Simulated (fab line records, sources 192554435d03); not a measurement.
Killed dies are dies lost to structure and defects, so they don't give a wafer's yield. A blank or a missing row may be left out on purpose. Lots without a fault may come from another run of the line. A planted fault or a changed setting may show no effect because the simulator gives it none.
A struck lot beside a sound one | flow n5_finfet | 37 steps out of a route of 1938
Sound: wafers L444.2, L444.3, L444.5. Struck: wafers L441.4, L441.5. (L441.6 of the same lot was not struck and is left out.) The cause comes at the end.
At each step with rows: each side's tool, then ch and its chambers, then its first start. Under that, the readings that differ: sound wafers | struck wafers | difference of the means | sigmas: that difference in standard deviations of wafers without a fault.
alike: readings whose means differ by less than 2 such deviations, and words and numbers that are the same on both sides. not compared: withheld readings, readings that some wafer has no value for, bounds like >300 that may hide the same value, and numbers for which the record gives no deviation and whose values overlap.
The two part at a step that has a row with sigmas, a row that says differs or no value, or rows on one side only. Numbers that don't overlap but have no deviation are shown without sigmas and don't part them. A reading that every wafer of one side lacks parts them only if that side has two wafers or more.

first, 11 steps without rows for these wafers: N5_PMOS_HMC_CHANNEL_EPI_PRECLEAN_36 (cleans in O3/DIW, time 45 s); N5_PMOS_HMC_CHANNEL_EPI_PRECLEAN_18 (cleans in DHF, time 30 s); N5_PMOS_HMC_CHANNEL_EPI_SRD_19 (time 30 s); N5_PMOS_HMC_CHANNEL_EPI_EPI_20 (deposits SiGe30, target thk 59 nm); N5_PMOS_HMC_CHANNEL_EPI_HM_STRIP_35 (strips SiO2 in dHF, material SiO2, target depth 39.6 nm, time 216 s); N5_PMOS_HMC_CHANNEL_EPI_SRD_39 (time 30 s); N5_PMOS_HMC_CHANNEL_EPI_CMP_21 (polishes SiGe30, target thk 54 nm); N5_PMOS_HMC_CHANNEL_EPI_PRECLEAN_40 (cleans in DHF, time 30 s); N5_PMOS_HMC_CHANNEL_EPI_PRECLEAN_37 (cleans in O3/DIW, time 45 s); N5_PMOS_HMC_CHANNEL_EPI_PRECLEAN_24 (cleans in DHF, time 30 s); N5_PMOS_HMC_CHANNEL_EPI_SRD_25 (time 30 s).
N5_PMOS_HMC_CHANNEL_EPI_EPI_26: deposits Si from SiH4/H2, target thk 3.8 nm, time 22.7 s.
  sound on epi_rpcvd-02 ch 0, day 5 14:25; struck on epi_rpcvd-03 ch 0, day 4 19:59
  reading                                             | sound            | struck     | difference | sigmas
  model.Si_of_PMOS_HMC_CHANNEL_EPI_EPI_26.thk_nm (nm) | 3.779 3.84 3.827 | 1.557 1.55 | -2.262     |
  alike: throttle_valve_pct
then, 22 steps without rows for these wafers: N5_FIN_SAQP_PRECLEAN_42 (cleans in O3/DIW, time 60 s); N5_FIN_SAQP_PRECLEAN_00 (cleans in SC1, time 60 s); N5_FIN_SAQP_PRECLEAN_44 (cleans in SC2, time 45 s); N5_FIN_SAQP_SRD_01 (time 30 s); N5_FIN_SAQP_ALD_61 (deposits SiO2, target thk 4 nm, pulse time 1 s, purge time 2 s); N5_FIN_SAQP_DENSIFY_62 (time 60 s); N5_FIN_SAQP_HM_DEP_03 (deposits SiNx from SiH4/NH3/N2, target thk 38 nm, time 33.6 s); N5_FIN_SAQP_PECVD_47 (deposits a-Si from SiH4/He, target thk 45 nm, time 36.3 s); N5_FIN_SAQP_PECVD_48 (deposits SiNx from SiH4/NH3/N2, target thk 25 nm, time 22.1 s); N5_FIN_SAQP_PECVD_06 (deposits a-Si from SiH4/He, target thk 60 nm, time 48.1 s); N5_FIN_SAQP_HM_DEP_72 (deposits SiO2 from SiH4/N2O, target thk 12 nm, time 7.2 s); N5_FIN_SAQP_COAT_49 (time 60 s, resist thk 100 nm); N5_FIN_SAQP_COAT_50 (time 60 s, resist thk 35 nm); N5_FIN_SAQP_COAT_10 (resist thk 90 nm); N5_FIN_SAQP_EBR_12; N5_FIN_SAQP_SOFTBAKE_11 (time 60 s); N5_FIN_SAQP_EXPOSE_13 (exposes mask FIN CORE, target cd 35.6 nm); N5_FIN_SAQP_PEB_14 (peb time 60 s); N5_FIN_SAQP_DEVELOP_15 (develop time 30 s); N5_FIN_SAQP_DESCUM_21 (chemistry O2, time 7.9 s); N5_FIN_SAQP_ETCH_51 (etches SiARC in CF4, target depth 45.5 nm, time 75.8 s); N5_FIN_SAQP_ETCH_52 (etches SOC in N2/H2, target depth 100 nm, overetch 20 nm, time 150 s).
N5_STI_FIN_REVEAL_CLEAN_19: cleans in O3/DIW, time 120 s.
  sound on wet_bench-06 ch 1,6,7, day 6 06:44; struck on wet_bench-06 ch 0,1, day 5 12:56
  reading                                             | sound       | struck  | difference | sigmas
  model.Si_of_PMOS_HMC_CHANNEL_EPI_EPI_26.thk_nm (nm) | 2.4 2.4 2.4 | 0.2 0.2 | -2.2       |
-- the record jumps here: 5 days lie between the struck wafers' starts before and after (it left off in module STI_FIN_REVEAL and takes up again in module BEOL_M4, whose first step shown is number 1111 of the route) --
N5_BEOL_M4_RC_MEAS_101:
  sound on prober-01 ch 0, day 11 15:26; struck on prober-01 ch 0, day 10 21:52
  alike: DIBL_N, DIBL_P, IOFF_N, IOFF_P, ION_N, ION_P, SS_N, SS_P, VT_N, VT_P
-- the record jumps here: 4 days lie between the struck wafers' starts before and after (it left off in module BEOL_M4 and takes up again in module PASSIVATION, whose first step shown is number 1936 of the route) --
N5_PASSIVATION_PROBE_49:
  sound on prober-01, day 15 20:45; struck on prober-01, day 15 04:52
  alike: defect_limited_yield, killed_at_M0_to_M3, killed_at_M4_up, killed_at_contacts, killed_at_front_end, killed_at_other, killed_dies, killed_open, killed_short, sort_bin_5_function, sort_bin_6_memory, sort_n_pass, sort_yield_pct

WHERE THEY PART
Nowhere in this record.

WHY: what the simulator had put in
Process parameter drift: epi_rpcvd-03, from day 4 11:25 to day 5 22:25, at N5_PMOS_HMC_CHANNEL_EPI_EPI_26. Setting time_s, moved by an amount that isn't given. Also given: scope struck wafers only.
